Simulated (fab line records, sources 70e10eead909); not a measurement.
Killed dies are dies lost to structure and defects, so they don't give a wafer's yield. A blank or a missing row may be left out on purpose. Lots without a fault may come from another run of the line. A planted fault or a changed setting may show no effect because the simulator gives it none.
Chamber matching | flow nand_harc | NHARC_A_CONTACT_ETCH_90 on rie_diel-05: 4 sister chambers
The step etches the open film in CH3F/O2, target depth 40 nm, time 85.7 s. 16 wafers are shown with their chamber, then 8 later ones without.

WAFERS WITH THEIR CHAMBER
wafer  | chamber | showerhead_plenum_p_Torr (Torr) | rf_vpp_V (V) | throttle_valve_pct (%)
L074.1 | 0       | 2.50                            | 244.8        | 20.682
L074.3 | 1       | 2.33                            | 242.0        | 20.670
L074.4 | 2       | 2.62                            | 246.2        | 20.668
L079.2 | 0       | 2.50                            | 243.5        | 20.663
L079.3 | 2       | 2.62                            | 245.4        | 20.661
L079.5 | 0       | 2.50                            | 244.7        | 20.658
L082.1 | 3       | 2.47                            | 244.7        | 20.661
L082.2 | 2       | 2.62                            | 244.9        | 20.658
L082.6 | 3       | 2.47                            | 244.6        | 20.661
L084.4 | 0       | 2.49                            | 245.0        | 20.674
L084.5 | 3       | 2.47                            | 244.3        | 20.656
L084.6 | 2       | 2.61                            | 246.7        | 20.667
L092.1 | 1       | 2.31                            | 242.2        | 20.660
L092.4 | 0       | 2.48                            | 244.5        | 20.663
L092.5 | 1       | 2.31                            | 241.3        | 20.651
L093.1 | 1       | 2.31                            | 243.4        | 20.656

SIGNATURES (means of the wafers above)
reading                  | chamber 0 | chamber 1 | chamber 2 | chamber 3 | scatter within a chamber
showerhead_plenum_p_Torr | 2.4940    | 2.3150    | 2.6175    | 2.4700    | 0.00761
rf_vpp_V                 | 244.500   | 242.225   | 245.800   | 244.533   | 0.689
throttle_valve_pct       | 20.66800  | 20.65925  | 20.66350  | 20.65933  | 0.00743
Rule: a wafer's distance from a chamber is the root of the sum, over the readings, of the square of ((its reading less the chamber's mean) divided by the reading's scatter). The wafer belongs to the nearest chamber; if the next one is less than 2 further off, it can't be placed. The scatter: the root of (the sum of the squares of (reading less its chamber's mean) over the shown wafers, divided by (wafers less chambers)).

WAFERS WITHOUT THEIR CHAMBER
wafer  | showerhead_plenum_p_Torr (Torr) | rf_vpp_V (V) | throttle_valve_pct (%)
L093.4 | 2.60                            | 246.3        | 20.661
L093.5 | 2.31                            | 242.7        | 20.651
L095.2 | 2.60                            | 246.2        | 20.671
L095.3 | 2.48                            | 244.7        | 20.666
L095.6 | 2.48                            | 244.3        | 20.664
L096.1 | 2.47                            | 244.1        | 20.660
L096.5 | 2.45                            | 244.5        | 20.669
L096.6 | 2.60                            | 246.2        | 20.652

WHICH CHAMBER EACH WENT THROUGH
wafer  | from the rows above     | in truth
L093.4 | 2                       | 2
L093.5 | 1                       | 1
L095.2 | 2                       | 2
L095.3 | can't be placed: 3 or 0 | 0
L095.6 | can't be placed: 3 or 0 | 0
L096.1 | 3                       | 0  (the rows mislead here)
L096.5 | 3                       | 3
L096.6 | 2                       | 2
Placed correctly: 5 of 8. Can't be placed from these rows: 2 (the true chamber is among the candidates in 2). Placed wrongly: 1.
